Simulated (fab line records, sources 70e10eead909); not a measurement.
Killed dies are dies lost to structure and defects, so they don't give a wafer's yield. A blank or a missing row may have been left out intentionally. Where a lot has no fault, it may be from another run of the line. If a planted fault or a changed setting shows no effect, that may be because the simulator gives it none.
One fault seen from 2 desks / flow nand-harc / every desk sees just its own numbers, and what lay behind them comes last

== METROLOGY DESK ==
What the gauges read, lot by lot, whatever tool the lot ran on: means of the sampled wafers that have a number. Marked OUT: a lot whose mean sits more than 4 standard deviations from the usual mean, which makes it out of limits; the brackets give that distance.
Columns: A = cd-nm at NHARC_A_BONDPAD_CD_MEAS_09, usual 499.9 nm
lot=L668; first seen here=day 23 19:16; A=499.2
lot=L666; first seen here=day 23 20:43; A=500.8
lot=L665; first seen here=day 23 23:00; A=499.1
lot=L669; first seen here=day 24 19:26; A=499.3
lot=L672; first seen here=day 26 02:38; A=501.6
lot=L675; first seen here=day 28 03:07; A=500.2
lot=L673; first seen here=day 28 04:21; A=501.0
lot=L680; first seen here=day 29 10:36; A=489.0 (-8.4) OUT
lot=L682; first seen here=day 29 18:48; A=491.5 (-6.5) OUT
lot=L687; first seen here=day 32 02:10; A=498.2
lot=L686; first seen here=day 32 19:07; A=500.2
This desk finds L680, L682 out of limits, L680 being first, at day 29 10:36 (cd-nm at NHARC_A_BONDPAD_CD_MEAS_09). L668, L666, L665, L669, L672, L675, L673, L687, L686 stayed within limits.

== AT THE TOOL OWNER'S DESK: krf-scanner-02 ==
The tool's own readings at NHARC_A_BONDPAD_EXPOSE_06 (exposes mask A BPAD): means of the sampled wafers that have a number, for each lot that ran on this tool. Marked OUT: a lot whose mean sits more than 4 standard deviations from the usual mean, which makes it out of limits; the brackets give that distance.
Columns: A = exposure-dose-mJ-cm2 at NHARC_A_BONDPAD_EXPOSE_06, usual 36.99; B = reticle-temp-C at NHARC_A_BONDPAD_EXPOSE_06, usual 23.00 C
lot=L669; first seen here=day 24 19:17; A=36.97; B=22.99
lot=L673; first seen here=day 28 04:12; A=36.99; B=23.00
lot=L680; first seen here=day 29 10:26; A=23.34 (-99 or more) OUT; B=23.00
lot=L682; first seen here=day 29 18:39; A=26.06 (-99 or more) OUT; B=22.91
This desk finds L680, L682 out of limits, L680 being first, at day 29 10:26 (exposure-dose-mJ-cm2 at NHARC_A_BONDPAD_EXPOSE_06). L669, L673 stayed within limits.

== TAKEN TOGETHER ==
At day 29 10:26, on L680, L682, the tool owner's desk was in a position to raise an alarm.
The metrology desk could have raised an alarm at day 29 10:36, on L680, L682.
All the named lots went through NHARC_A_BONDPAD_EXPOSE_06 on krf-scanner-02.

== WHAT THE SIMULATOR HAD INSERTED ==
Process parameter drift: krf-scanner-02, from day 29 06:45 on, at NHARC_A_BONDPAD_EXPOSE_06. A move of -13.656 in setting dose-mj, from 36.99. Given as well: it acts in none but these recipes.
Shown lots that were struck: L680, L682.
Counting hours from when the fault started, the first reading out of limits came at 4 for the tool owner's desk and at 4 for the metrology desk.
